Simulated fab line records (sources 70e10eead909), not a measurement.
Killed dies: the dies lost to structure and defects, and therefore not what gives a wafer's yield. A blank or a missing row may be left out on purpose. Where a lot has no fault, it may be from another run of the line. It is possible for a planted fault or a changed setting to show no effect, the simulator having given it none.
8D (eight disciplines) problem report, filled in by code + flow nand_harc + the parts of the form that need people (team, actions taken, sign-off) are left out

== 1. WHAT IS WRONG ==
killed_at_periphery at NHARC_END_SORT_01 reads a mean of 90.0 on 1 wafer of 1 lot; wafers without a fault read 3.9 with a standard deviation of 2.8. That is +31 standard deviations from the usual mean.
The first sign was on wafer L378.4 at day 31 16:54, on prober-02. The record holds 30 wafers of 10 lots with a number at this step. Rule for "out" (also "out of limits"): further than 4 standard deviations from the usual mean. Any other wafer with a number is counted as sound.

== 2. WHAT IT IS, WHAT IT ISN'T ==
| question                    | is                                                                                                                  | is not                                                                          |
|-----------------------------|---------------------------------------------------------------------------------------------------------------------|---------------------------------------------------------------------------------|
| which readings at this step | killed_at_periphery, defect_limited_yield, killed_dies, sort_bin_2_pct, sort_bin_3_pct, sort_n_pass, sort_yield_pct | killed_at_array, killed_at_other, killed_open, killed_short, sort_rim_yield_pct |
| which lots                  | L378                                                                                                                | L362, L364, L365, L366, L367, L368, L370, L372, L382                            |
| which wafers of those lots  | L378.4                                                                                                              | L378.3, L378.5                                                                  |
| read on which gauges        | prober-02                                                                                                           | prober-01                                                                       |
| when                        | from day 31 16:54                                                                                                   | up to then (25 sound wafers); but 4 sound wafers of L378, L382 came after       |

== 3. SUSPECTS, AND WHAT RULES EACH OUT ==
Counting: any tool at a process step up to the reading remains a suspect provided it ran every lot that is out. Sound lots after the first of them don't rule it out here, since some wafers of a struck lot are sound.
- the gauge at NHARC_END_SORT_01: kept. All the wafers that are out were read on prober-02, and no step on other tools shows them out.
- pecvd-04 at NHARC_P_BONDPAD_DEP_00 (deposits SiCN, target thk 250 nm): kept. It ran the lot that is out, L378 (day 13 08:29); its last sound lot up to then is L372 (day 10 13:01).
- rie_diel-09 at NHARC_P_BONDPAD_STRIP_15 (strips in O2): kept. It ran the lot that is out, L378 (day 13 10:05); its last sound lot up to then is L364 (day 7 08:45).
- pvd_sputter-03 at NHARC_P_BONDPAD_PVD_17 (deposits TaN, target thk 5 nm, time 8.06 s): kept. It ran the lot that is out, L378 (day 13 11:46); its last sound lot up to then is L368 (day 9 07:12). With no start given for some of its lots, NHARC_P_BONDPAD_PVD_17 uses the hours and lot order of NHARC_P_BONDPAD_CMP_19.
- cmp-03 at NHARC_P_BONDPAD_CMP_19 (polishes, t overpolish 30 s, cu recess touch 16 s, target thk 160.81 nm): kept. It ran the lot that is out, L378 (day 13 11:46); its last sound lot up to then is L364 (day 7 10:26).
- rie_diel-08 at NHARC_P_BONDPAD_ACTIVATE_29 (chemistry N2, time 60 s): kept. It ran the lot that is out, L378 (day 13 19:59); its last sound lot up to then is L370 (day 10 00:25).
- At NHARC_P_BONDPAD_DEP_00, inside pecvd-04: chamber 1 took the wafers that are out, while their sound lot-mates went through chambers 0, 2.
- At NHARC_P_BONDPAD_STRIP_15, inside rie_diel-09: chamber 0 took the wafers that are out, while their sound lot-mates went through chambers 1, 3.
- At NHARC_P_BONDPAD_CMP_19, inside cmp-03: chamber 3 took the wafers that are out, while their sound lot-mates went through chambers 0, 1.
- At NHARC_P_BONDPAD_ACTIVATE_29, inside rie_diel-08: chamber 3 took the wafers that are out, while their sound lot-mates went through chambers 0, 2.
Left after counting: pecvd-04 at NHARC_P_BONDPAD_DEP_00, rie_diel-09 at NHARC_P_BONDPAD_STRIP_15, pvd_sputter-03 at NHARC_P_BONDPAD_PVD_17, cmp-03 at NHARC_P_BONDPAD_CMP_19, rie_diel-08 at NHARC_P_BONDPAD_ACTIVATE_29, prober-02 at NHARC_END_SORT_01.

== 4. THE CAUSE (what the simulator had put in) ==
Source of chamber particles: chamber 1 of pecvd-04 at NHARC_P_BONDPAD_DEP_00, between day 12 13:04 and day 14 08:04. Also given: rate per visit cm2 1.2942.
Of the 6 suspects that counting leaves, this tool is one.

== 5. THE EFFECT CHAIN, in route order ==
One row per reading whose mean, taken over the struck wafers that have a number, lies over 3 standard deviations from the usual. Only readings for which the record gives a usual standard deviation are gone through. hours: the time from each lot's start at the first step in this table that gives one to its start at this step, as a median over the lots. sigmas: the change in usual standard deviations.
| hours | step              | reading              | usual  | on struck wafers | change | sigmas |
|-------|-------------------|----------------------|--------|------------------|--------|--------|
| 0     | NHARC_END_SORT_01 | defect_limited_yield | 91.3 % | 79.2             | -12.1  | -6.4   |
| 0     | NHARC_END_SORT_01 | killed_at_periphery  | 3.9    | 90.0             | +86.1  | +31    |
| 0     | NHARC_END_SORT_01 | killed_dies          | 59     | 141              | +82    | +6.3   |
| 0     | NHARC_END_SORT_01 | sort_bin_2_pct       | 3.1 %  | 8.4              | +5.3   | +5.8   |
| 0     | NHARC_END_SORT_01 | sort_bin_3_pct       | 0.6 %  | 5.0              | +4.4   | +13    |
| 0     | NHARC_END_SORT_01 | sort_n_pass          | 618    | 536              | -82    | -6.3   |
| 0     | NHARC_END_SORT_01 | sort_yield_pct       | 91.3 % | 79.2             | -12.1  | -6.4   |

== 6. HOW IT WOULD HAVE BEEN CAUGHT EARLIER ==
Counted from the fault's start at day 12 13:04, it took 460 hours until the first out-of-limits reading at a measuring or inspecting step in this record, taken at day 31 16:54.
Tool readings at NHARC_P_BONDPAD_DEP_00 with a usual standard deviation given in the record: none out on any struck wafer, hence no alarm at a limit of 4 standard deviations on them.
Each of the lots that are out, 1 in all, had begun NHARC_P_BONDPAD_DEP_00 on pecvd-04 no later than day 31 16:54. None of them would have been spared by holding the tool at that moment.
